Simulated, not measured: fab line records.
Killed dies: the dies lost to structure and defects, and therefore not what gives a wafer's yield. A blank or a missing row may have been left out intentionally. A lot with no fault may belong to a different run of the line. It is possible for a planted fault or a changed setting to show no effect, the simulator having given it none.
Problem report in the 8D (eight disciplines) form, filled by code	flow nand-harc	the parts of the form that need people (team, actions taken, sign-off) are left out

## 1. THE PROBLEM
Mean of killed-at-periphery at NHARC_END_SORT_01: 647.7 across 3 wafers in 3 lots; on wafers with no fault it is 3.6 (standard deviation 2.4). That is +99 or more standard deviations from the usual mean.
Earliest sighting: wafer L910.2 on prober-02 at day 21 22:55. The record holds 24 wafers of 8 lots with a number at this step. By rule, "out" or "out of limits" means more than 4 standard deviations away from the usual mean. The other wafers with a number count as sound.

## 2. WHAT IT IS, WHAT IT ISN'T
question	is	is not
which readings at this step	killed-at-periphery, killed-dies	killed-at-array, killed-at-other, killed-short
which lots	L910, L912, L914	L900, L903, L904, L907, L917
which wafers of those lots	L910.2, L912.1, L914.3	L910.1, L910.6, L912.2, L912.6, L914.1, L914.5
read on which gauges	prober-01, prober-02	-
when	from day 21 22:55	up to then (13 sound wafers); but 8 sound wafers of L910, L912, L914, L917 came after

## 3. THE SUSPECTS, EACH WITH WHAT RULES IT OUT
Counting: any tool at a process step up to the reading remains a suspect provided it ran every lot that is out. Sound lots after the first of them don't rule it out here, since some wafers of a struck lot are sound.
- the gauge at NHARC_END_SORT_01: ruled out. The wafers that are out were read on 2 gauges (prober-01, prober-02).
- rie-diel-01 at NHARC_P_CONTACT_ETCH_18 (etches the open film in C4F8/O2/Ar, target depth 481 nm, time 240.5 s): kept. It ran every lot that is out, first L910 (day 8 05:02). On those wafers its own readings are out: oes-product-au.
- At NHARC_P_CONTACT_ETCH_18, inside rie-diel-01: chamber 3 took the wafers that are out, while their sound lot-mates went through chambers 0, 1, 2.
After counting, what remains is rie-diel-01 at NHARC_P_CONTACT_ETCH_18.

## 4. THE CAUSE (what the simulator had put in)
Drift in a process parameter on rie-diel-01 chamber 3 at NHARC_P_CONTACT_ETCH_18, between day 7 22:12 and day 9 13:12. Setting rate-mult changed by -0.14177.
Counting left only this tool.

## 5. SEQUENCE OF EFFECTS, ordered by route
Each row: a reading whose mean over the struck wafers that have a number lies more than 3 standard deviations from the usual. Only readings whose record carries a usual standard deviation are examined. hours: median over the lots of the time between each lot's start at the first step of this table that gives one and its start at this step. sigmas: the change, counted in usual standard deviations.
hours	step	reading	usual	on struck wafers	change	sigmas
0	NHARC_P_CONTACT_ETCH_18	oes-product-au	0.953 a.u.	0.860	-0.093	-4.7
330	NHARC_END_SORT_01	killed-at-periphery	3.6	647.7	+644.1	+99 or more
330	NHARC_END_SORT_01	killed-dies	32	677	+645	+59
Process steps it contains:
- NHARC_P_CONTACT_ETCH_18: etches the open film in C4F8/O2/Ar, target depth 481 nm, time 240.5 s.

## 6. WHAT WOULD HAVE CAUGHT IT SOONER
The first out-of-limits reading at a measuring or inspecting step in this record came at day 21 22:55, 337 hours after the fault's start at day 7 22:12.
The tool's own readings at NHARC_P_CONTACT_ETCH_18 were out on every struck wafer that the step has a row for (oes-product-au): an alarm limit on them would have fired on the first of those.
The start of NHARC_P_CONTACT_ETCH_18 on rie-diel-01 came by day 21 22:55 for every one of the lots that are out (3). Tool hold at that time: it would have spared none of them.
